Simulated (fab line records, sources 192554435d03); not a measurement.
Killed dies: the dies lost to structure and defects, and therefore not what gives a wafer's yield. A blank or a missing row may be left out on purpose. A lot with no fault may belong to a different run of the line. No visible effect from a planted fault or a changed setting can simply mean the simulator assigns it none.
What tool caused it?    flow n5-finfet    10 lots with 29 wafers sampled at 2 steps, on a route of 1938 steps

WHAT THE GAUGES SHOWED, per wafer
N5_ZERO_LAYER_CD_MEAS_11 targets a cd of 2000 nm.
lot   measured     on         cd-nm (nm)
L743  day 2 00:40  cd-sem-01  1999.9 2000.9 2000.5
L745  day 2 12:46  cd-sem-01  1997.8 2001.9 1998.2
L746  day 2 18:39  cd-sem-02  2001.6 2000.0 2001.8
L747  day 3 00:38  cd-sem-01  1998.2 2000.2 1999.4
L749  day 3 12:40  cd-sem-02  1992.5 1993.3 1999.4
L750  day 3 18:46  cd-sem-03  1998.6 1990.7
L756  day 5 06:46  cd-sem-01  1991.8 1997.1 1999.5
L760  day 6 06:38  cd-sem-01  2000.7 2000.5 2001.5
L762  day 6 18:40  cd-sem-03  1999.7 1999.2 1999.7
L764  day 7 06:39  cd-sem-02  1996.8 1998.1 1996.8

EACH LOT AND THE TOOL THAT RAN IT (in order: tool; ch and the chambers of the sampled wafers; start)
lot   N5_ZERO_LAYER_DEVELOP_10
L743  litho-track-02 ch 0, day 2 00:33
L745  litho-track-05 ch 0, day 2 12:39
L746  litho-track-02 ch 0, day 2 18:32
L747  litho-track-01 ch 0, day 3 00:32
L749  litho-track-02 ch 0, day 3 12:33
L750  litho-track-02 ch 0, day 3 18:40
L756  litho-track-02 ch 0, day 5 06:40
L760  litho-track-01 ch 0, day 6 06:32
L762  litho-track-01 ch 0, day 6 18:33
L764  litho-track-01 ch 0, day 7 06:32
- N5_ZERO_LAYER_DEVELOP_10: develop time 60 s.

THE ANSWER, worked out from the rows above alone
Rule: what is usual is taken from the lots themselves. The widest of any qualifying gaps counts: lots, ordered by their means at a reading, are off when they make up no more than a third of the lots, leave a main group of 4 or more, and stand apart from it by 3 or more times the standard deviation of that group's means. If all means in a main group match to the digits the tables above print for the reading, that group is not used. A lot without any number at a reading at which 4 lots or more have one is off too. Where the step has rows for the other lots, those lots are counted as sound.
Across all readings shown, no lot is off: no conclusion can be drawn from this.

WHAT HAD BEEN PUT IN BY THE SIMULATOR
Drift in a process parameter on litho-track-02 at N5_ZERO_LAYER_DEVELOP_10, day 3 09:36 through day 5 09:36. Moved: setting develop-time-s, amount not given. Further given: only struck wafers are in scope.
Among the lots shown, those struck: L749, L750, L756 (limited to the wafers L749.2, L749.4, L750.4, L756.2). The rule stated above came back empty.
